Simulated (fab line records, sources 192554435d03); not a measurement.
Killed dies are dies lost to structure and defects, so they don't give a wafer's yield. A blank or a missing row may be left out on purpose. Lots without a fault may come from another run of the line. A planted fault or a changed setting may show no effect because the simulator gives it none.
Split-lot experiment | flow n5_finfet | 7 lots, 21 wafers read, on a route of 1938 steps

THE SPLIT
At N5_BEOL_M7_HM_DEP_02 (deposits TiN, target thk 20 nm), the setting target_thk_a was moved away from the recipe's 200 angstrom on 7 of the 21 wafers read, by -13.2% to +13.3%. The other wafers ran this setting at the recipe's value.

FROM THE SPLIT TO THE READING: what the file shows between them, 4 steps
- N5_BEOL_M7_COAT_59: time 60 s, resist thk 100 nm
- N5_BEOL_M7_COAT_60: time 60 s, resist thk 35 nm
- N5_BEOL_M7_STRIP_68: strips in N2/H2
- N5_BEOL_M7_STRIP_67: strips in CF4

THE READING
etch.depth_nm (the simulator's own value, which no gauge read), in nm, at N5_BEOL_M7_HM_OPEN_17 (chemistry Cl2/BCl3, target TiN, target depth 20 nm, overetch 6 nm). The file gives no usual value for it. The 14 wafers here that ran the recipe average 19.85 nm, standard deviation 0.12 nm.

wafer  | tool, chamber at the split | target_thk_a as run, angstrom | against the recipe | etch.depth_nm, nm | against lot-mates on the recipe
L074.2 | pvd_sputter-01, -          | 200                           | recipe             | 19.92             | -
L074.3 | pvd_sputter-01, -          | 226.6                         | +13.3%             | 22.59             | +2.68
L074.4 | pvd_sputter-01, -          | 200                           | recipe             | 19.9              | -
L076.1 | pvd_sputter-03, -          | 213.2                         | +6.6%              | 21.06             | +1.22
L076.3 | pvd_sputter-03, -          | 213.2                         | +6.6%              | 21.3              | +1.46
L076.6 | pvd_sputter-03, -          | 200                           | recipe             | 19.84             | -
L082.1 | pvd_sputter-01, -          | 200                           | recipe             | 20.02             | -
L082.4 | pvd_sputter-01, -          | 200                           | recipe             | 20.03             | -
L082.5 | pvd_sputter-01, -          | 173.7                         | -13.2%             | 17.35             | -2.67
L086.2 | pvd_sputter-02, -          | 189.1                         | -5.4%              | 18.61             | -1.14
L086.5 | pvd_sputter-02, -          | 200                           | recipe             | 19.69             | -
L086.6 | pvd_sputter-02, -          | 200                           | recipe             | 19.8              | -
L095.2 | pvd_sputter-01, -          | 200                           | recipe             | 19.92             | -
L095.4 | pvd_sputter-01, -          | 200                           | recipe             | 19.99             | -
L095.5 | pvd_sputter-01, -          | 200                           | recipe             | 19.85             | -
L094.2 | pvd_sputter-01, -          | 200                           | recipe             | 19.68             | -
L094.3 | pvd_sputter-01, -          | 200                           | recipe             | 19.86             | -
L094.4 | pvd_sputter-01, -          | 220.2                         | +10.1%             | 21.77             | +2.00
L097.1 | pvd_sputter-02, -          | 200                           | recipe             | 19.64             | -
L097.3 | pvd_sputter-02, -          | 200                           | recipe             | 19.79             | -
L097.6 | pvd_sputter-02, -          | 213.6                         | +6.8%              | 21.14             | +1.43

THE FIT
A straight line over all 21 wafers: etch.depth_nm changes by +0.198 nm for each +1% of target_thk_a; r = +0.99; the points scatter about the line by 0.12 nm.
The same after taking each lot's own level away (the mean of its wafers on the recipe; 21 wafers): +0.203 nm for each +1%; r = +1.00; scatter 0.064 nm.
On that fit, the largest move of target_thk_a shifts the reading by 2.7 nm.
The lots' own levels span 19.715 to 20.025 nm, that is 2.6 times the standard deviation above.
So the lot-to-lot level changes the slope little: the two slopes agree.
Check: with one of the wafers moved furthest among these (+13.3%) left out of the fit, the line predicts +2.7 nm for it against its lot-mates. It came out at +2.68 nm against them.

THE WHOLE CHAIN: every reading that the file lists as answering this split, in the file's order
step                  | what it does                                                      | reading                                                                          | change (the file's fit)               | r (the file's)
N5_BEOL_M7_HM_DEP_02  | deposits TiN, target thk 20 nm                                    | TiN_of_BEOL_M7_HM_DEP_02.thk_nm (the simulator's own value, which no gauge read) | +0.202 nm for each +1% of the setting | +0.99
N5_BEOL_M7_HM_OPEN_17 | chemistry Cl2/BCl3, target TiN, target depth 20 nm, overetch 6 nm | etch.depth_nm (the simulator's own value, which no gauge read)                   | +0.202 nm for each +1% of the setting | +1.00

THE FILE'S OWN FIT
etch.depth_nm changes by +0.202 nm for each +1% of target_thk_a, r = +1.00.
